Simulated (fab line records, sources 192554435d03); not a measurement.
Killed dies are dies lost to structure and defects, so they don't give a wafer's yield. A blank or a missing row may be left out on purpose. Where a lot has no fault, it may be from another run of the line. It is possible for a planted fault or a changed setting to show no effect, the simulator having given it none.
Chamber matching / flow n5 finfet / N5_BEOL_M1_ETCH_64 on rie diel-05: 4 sister chambers
The step etches SOC in N2/H2, target depth 75 nm, overetch 15 nm, time 112.5 s. 27 wafers are shown with their chamber, then 12 later ones without.

== WAFERS PAIRED WITH THEIR CHAMBERS ==
wafer=L075.1; chamber=0; showerhead plenum p Torr (Torr)=2.70; drypump motor current A (A)=5.8; throttle valve pct (%)=17.64
wafer=L075.2; chamber=3; showerhead plenum p Torr (Torr)=2.47; drypump motor current A (A)=6.1; throttle valve pct (%)=17.39
wafer=L075.3; chamber=1; showerhead plenum p Torr (Torr)=2.69; drypump motor current A (A)=5.6; throttle valve pct (%)=17.81
wafer=L075.4; chamber=3; showerhead plenum p Torr (Torr)=2.47; drypump motor current A (A)=6.1; throttle valve pct (%)=17.38
wafer=L075.5; chamber=1; showerhead plenum p Torr (Torr)=2.69; drypump motor current A (A)=5.6; throttle valve pct (%)=17.81
wafer=L075.6; chamber=0; showerhead plenum p Torr (Torr)=2.70; drypump motor current A (A)=5.8; throttle valve pct (%)=17.67
wafer=L077.1; chamber=3; showerhead plenum p Torr (Torr)=2.47; drypump motor current A (A)=6.1; throttle valve pct (%)=17.42
wafer=L077.4; chamber=0; showerhead plenum p Torr (Torr)=2.70; drypump motor current A (A)=5.8; throttle valve pct (%)=17.64
wafer=L077.6; chamber=3; showerhead plenum p Torr (Torr)=2.47; drypump motor current A (A)=6.1; throttle valve pct (%)=17.41
wafer=L080.1; chamber=0; showerhead plenum p Torr (Torr)=2.70; drypump motor current A (A)=5.8; throttle valve pct (%)=17.69
wafer=L080.2; chamber=2; showerhead plenum p Torr (Torr)=2.70; drypump motor current A (A)=5.0; throttle valve pct (%)=17.79
wafer=L080.3; chamber=3; showerhead plenum p Torr (Torr)=2.47; drypump motor current A (A)=6.1; throttle valve pct (%)=17.41
wafer=L080.4; chamber=1; showerhead plenum p Torr (Torr)=2.69; drypump motor current A (A)=5.6; throttle valve pct (%)=17.83
wafer=L080.5; chamber=1; showerhead plenum p Torr (Torr)=2.69; drypump motor current A (A)=5.6; throttle valve pct (%)=17.83
wafer=L080.6; chamber=2; showerhead plenum p Torr (Torr)=2.70; drypump motor current A (A)=5.0; throttle valve pct (%)=17.79
wafer=L083.1; chamber=2; showerhead plenum p Torr (Torr)=2.70; drypump motor current A (A)=5.1; throttle valve pct (%)=17.80
wafer=L083.2; chamber=0; showerhead plenum p Torr (Torr)=2.69; drypump motor current A (A)=5.8; throttle valve pct (%)=17.67
wafer=L083.3; chamber=3; showerhead plenum p Torr (Torr)=2.47; drypump motor current A (A)=6.2; throttle valve pct (%)=17.42
wafer=L083.4; chamber=1; showerhead plenum p Torr (Torr)=2.69; drypump motor current A (A)=5.6; throttle valve pct (%)=17.83
wafer=L083.5; chamber=2; showerhead plenum p Torr (Torr)=2.70; drypump motor current A (A)=5.0; throttle valve pct (%)=17.80
wafer=L083.6; chamber=1; showerhead plenum p Torr (Torr)=2.69; drypump motor current A (A)=5.7; throttle valve pct (%)=17.84
wafer=L086.1; chamber=0; showerhead plenum p Torr (Torr)=2.69; drypump motor current A (A)=5.8; throttle valve pct (%)=17.69
wafer=L086.2; chamber=3; showerhead plenum p Torr (Torr)=2.46; drypump motor current A (A)=6.1; throttle valve pct (%)=17.44
wafer=L086.3; chamber=1; showerhead plenum p Torr (Torr)=2.68; drypump motor current A (A)=5.6; throttle valve pct (%)=17.85
wafer=L086.4; chamber=2; showerhead plenum p Torr (Torr)=2.69; drypump motor current A (A)=5.0; throttle valve pct (%)=17.79
wafer=L086.5; chamber=3; showerhead plenum p Torr (Torr)=2.46; drypump motor current A (A)=6.1; throttle valve pct (%)=17.44
wafer=L086.6; chamber=2; showerhead plenum p Torr (Torr)=2.69; drypump motor current A (A)=5.1; throttle valve pct (%)=17.80

SIGNATURES (averages over the wafers above)
reading=showerhead plenum p Torr; chamber 0=2.6967; chamber 1=2.6886; chamber 2=2.6967; chamber 3=2.4675; scatter within a chamber=0.00467
reading=drypump motor current A; chamber 0=5.800; chamber 1=5.614; chamber 2=5.033; chamber 3=6.112; scatter within a chamber=0.0365
reading=throttle valve pct; chamber 0=17.6667; chamber 1=17.8286; chamber 2=17.7950; chamber 3=17.4138; scatter within a chamber=0.0176
Rule: a wafer's distance from a chamber is the root of the sum, over the readings, of the square of ((its reading less the chamber's mean) divided by the reading's scatter). If the next closest chamber is less than 2 further off than the closest, the wafer can't be placed; otherwise it belongs to the closest. The scatter: the root of (the sum of the squares of (reading less its chamber's mean) over the shown wafers, divided by (wafers less chambers)).

== WAFERS MISSING THEIR CHAMBER ==
wafer=L092.3; showerhead plenum p Torr (Torr)=2.68; drypump motor current A (A)=5.6; throttle valve pct (%)=17.86
wafer=L092.5; showerhead plenum p Torr (Torr)=2.69; drypump motor current A (A)=5.8; throttle valve pct (%)=17.71
wafer=L092.6; showerhead plenum p Torr (Torr)=2.68; drypump motor current A (A)=5.6; throttle valve pct (%)=17.88
wafer=L093.2; showerhead plenum p Torr (Torr)=2.46; drypump motor current A (A)=6.1; throttle valve pct (%)=17.46
wafer=L093.3; showerhead plenum p Torr (Torr)=2.69; drypump motor current A (A)=5.8; throttle valve pct (%)=17.72
wafer=L093.4; showerhead plenum p Torr (Torr)=2.68; drypump motor current A (A)=5.6; throttle valve pct (%)=17.86
wafer=L095.2; showerhead plenum p Torr (Torr)=2.46; drypump motor current A (A)=6.2; throttle valve pct (%)=17.47
wafer=L095.5; showerhead plenum p Torr (Torr)=2.46; drypump motor current A (A)=6.2; throttle valve pct (%)=17.46
wafer=L095.6; showerhead plenum p Torr (Torr)=2.69; drypump motor current A (A)=5.0; throttle valve pct (%)=17.83
wafer=L096.1; showerhead plenum p Torr (Torr)=2.68; drypump motor current A (A)=5.6; throttle valve pct (%)=17.87
wafer=L096.2; showerhead plenum p Torr (Torr)=2.68; drypump motor current A (A)=5.8; throttle valve pct (%)=17.71
wafer=L096.5; showerhead plenum p Torr (Torr)=2.68; drypump motor current A (A)=5.6; throttle valve pct (%)=17.86

== THE CHAMBER EACH PASSED THROUGH ==
wafer=L092.3; from the rows above=1; in truth=1
wafer=L092.5; from the rows above=0; in truth=0
wafer=L092.6; from the rows above=1; in truth=1
wafer=L093.2; from the rows above=3; in truth=3
wafer=L093.3; from the rows above=0; in truth=0
wafer=L093.4; from the rows above=1; in truth=1
wafer=L095.2; from the rows above=3; in truth=3
wafer=L095.5; from the rows above=3; in truth=3
wafer=L095.6; from the rows above=2; in truth=2
wafer=L096.1; from the rows above=1; in truth=1
wafer=L096.2; from the rows above=0; in truth=0
wafer=L096.5; from the rows above=1; in truth=1
12 of 12 placed correctly. Not placeable from these rows: 0. 0 placed wrongly.
